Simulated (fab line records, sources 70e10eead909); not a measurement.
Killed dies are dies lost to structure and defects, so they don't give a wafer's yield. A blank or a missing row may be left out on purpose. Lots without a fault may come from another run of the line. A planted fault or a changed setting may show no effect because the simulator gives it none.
Chamber matching | flow nand_harc | NHARC_P_BONDPAD_CMP_19 on cmp-02: 4 sister chambers
The step polishes, t overpolish 30 s, cu recess touch 16 s, target thk 160.81 nm. 4 wafers are shown with their chamber, then 7 later ones without.

WAFERS WITH THEIR CHAMBER
wafer  | chamber | motor_current_A (A)
L078.6 | 3       | 14.2
L082.5 | 1       | 12.0
L088.2 | 0       | 13.1
L088.4 | 2       | 11.8

WAFERS WITHOUT THEIR CHAMBER
wafer  | motor_current_A (A)
L088.5 | 11.6
L089.3 | 12.1
L089.4 | 12.0
L089.5 | 12.5
L090.1 | 13.3
L090.5 | 12.5
L090.6 | 11.4

WHICH CHAMBER EACH WENT THROUGH
wafer  | from the rows above          | in truth
L088.5 | can't be placed: 2 or 1      | 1
L089.3 | can't be placed: 1 or 2      | 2
L089.4 | can't be placed: 1 or 2      | 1
L089.5 | can't be placed: 1 or 0 or 2 | 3
L090.1 | 0                            | 0
L090.5 | can't be placed: 1 or 0 or 2 | 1
L090.6 | can't be placed: 2 or 1      | 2
Placed correctly: 1 of 7. Can't be placed from these rows: 6 (the true chamber is among the candidates in 5). Placed wrongly: 0.
How it was worked out, from the rows above alone: a wafer's distance from a chamber is the root of the sum, over the readings, of the square of ((its reading less the chamber's mean) divided by the reading's scatter). The wafer belongs to the nearest chamber; if the next one is less than 2 further off, it can't be placed. A chamber's mean is the mean of its shown wafers. The scatter: with one shown wafer a chamber, the root of the mean of the squares of how far each hidden wafer lies from its nearest shown one.
